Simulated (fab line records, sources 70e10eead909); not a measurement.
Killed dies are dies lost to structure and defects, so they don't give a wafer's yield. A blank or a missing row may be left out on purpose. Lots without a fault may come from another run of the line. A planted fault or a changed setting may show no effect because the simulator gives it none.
Which tool did it? | flow nand_harc | 11 lots, 33 wafers sampled, at 4 steps of a route of 1159

WHAT THE GAUGES READ, wafer by wafer
NHARC_THIN_TSV_INSPECT_40.
lot  | measured     | on                | raw_defect_count
L750 | day 19 09:32 | defect_inspect-02 | 427 358 425
L751 | day 19 19:35 | defect_inspect-01 | 382 454 442
L752 | day 19 19:34 | defect_inspect-01 | 507 442 421
L755 | day 20 11:34 | defect_inspect-02 | 446 457 396
L756 | day 20 22:18 | defect_inspect-02 | 548 424 396
L760 | day 21 08:16 | defect_inspect-01 | 6334 6402 6353
L758 | day 21 18:46 | defect_inspect-02 | 6368 6457 6429
L761 | day 22 06:59 | defect_inspect-02 | 6215 6530 6381
L769 | day 24 09:14 | defect_inspect-01 | 329 453 559
L771 | day 24 09:14 | defect_inspect-02 | 426 471 403
L770 | day 24 20:42 | defect_inspect-02 | 451 620 471

WHICH TOOL RAN EACH LOT (tool, then ch and the chambers of the sampled wafers, then the start)
lot  | NHARC_A_BONDPAD_DESCUM_11          | NHARC_A_BONDPAD_ETCH_34            | NHARC_THIN_TSV_CMP_21
L750 | rie_diel-05 ch 0,2,3, day 18 03:25 | rie_diel-05 ch 0,1,3, day 18 03:29 | cmp-02 ch 0,2, day 18 23:17
L751 | rie_diel-05 ch 0,1,3, day 18 11:15 | rie_diel-05 ch 0,1,3, day 18 11:22 | cmp-01 ch 1,3, day 19 10:06
L752 | rie_diel-02 ch 1,2,3, day 18 11:31 | rie_diel-02 ch 0,1, day 18 11:37   | cmp-01 ch 0,3, day 19 11:24
L755 | rie_diel-05 ch 2,3, day 19 04:03   | rie_diel-05 ch 0,1, day 19 04:08   | cmp-03 ch 1,2, day 20 03:16
L756 | rie_diel-05 ch 1,3, day 19 16:43   | rie_diel-05 ch 1,2, day 19 16:47   | cmp-03 ch 0,2,3, day 20 16:07
L760 | rie_diel-05 ch 0,2, day 20 03:40   | rie_diel-05 ch 0,1,3, day 20 03:44 | cmp-01 ch 1,2,3, day 21 02:13
L758 | rie_diel-05 ch 0,2,3, day 20 14:04 | rie_diel-05 ch 0,2,3, day 20 14:08 | cmp-03 ch 1,2,3, day 21 10:37
L761 | rie_diel-05 ch 1,2, day 21 04:57   | rie_diel-05 ch 0,2,3, day 21 05:02 | cmp-01 ch 1,2, day 21 21:57
L769 | rie_diel-09 ch 0,1,2, day 23 02:49 | rie_diel-09 ch 0,1, day 23 02:54   | cmp-03 ch 0,2,3, day 24 01:51
L771 | rie_diel-05 ch 1,2, day 23 09:49   | rie_diel-05 ch 1,2,3, day 23 09:55 | cmp-02 ch 2,3, day 24 03:20
L770 | rie_diel-05 ch 0,1,3, day 23 10:08 | rie_diel-05 ch 0,1,3, day 23 10:20 | cmp-03 ch 0,1,3, day 24 12:56
- NHARC_A_BONDPAD_DESCUM_11: chemistry O2, time 3 s.
- NHARC_A_BONDPAD_ETCH_34: etches the open film in N2/H2, target depth 60 nm, overetch 18 nm, time 65.91 s.
- NHARC_THIN_TSV_CMP_21: polishes, t overpolish 30 s, target thk 2000 nm.

THE ANSWER, worked out from the rows above alone
Rule: what is usual is taken from the lots themselves. Put in order of their means at a reading, lots are off if they are a third of the lots or fewer, leave a main group of 4 or more, and stand apart from it by a gap of 3 or more times the standard deviation of the main group's means; of several such gaps the widest counts. A main group whose means are all the same, to the digits that the tables above print for the reading, isn't used. A lot without any number at a reading at which 4 lots or more have one is off too. The other lots that the step has rows for count as sound.
Off: L760, L758, L761, at NHARC_THIN_TSV_INSPECT_40 (raw_defect_count). The main group: mean 446, standard deviation 30.
A tool fits if, at a process step before that reading, it ran every lot that is off, and no sound lot after the first of them. The gauges at NHARC_THIN_TSV_INSPECT_40 are tried like those tools. None of those tried fits.

WHAT THE SIMULATOR HAD PUT IN
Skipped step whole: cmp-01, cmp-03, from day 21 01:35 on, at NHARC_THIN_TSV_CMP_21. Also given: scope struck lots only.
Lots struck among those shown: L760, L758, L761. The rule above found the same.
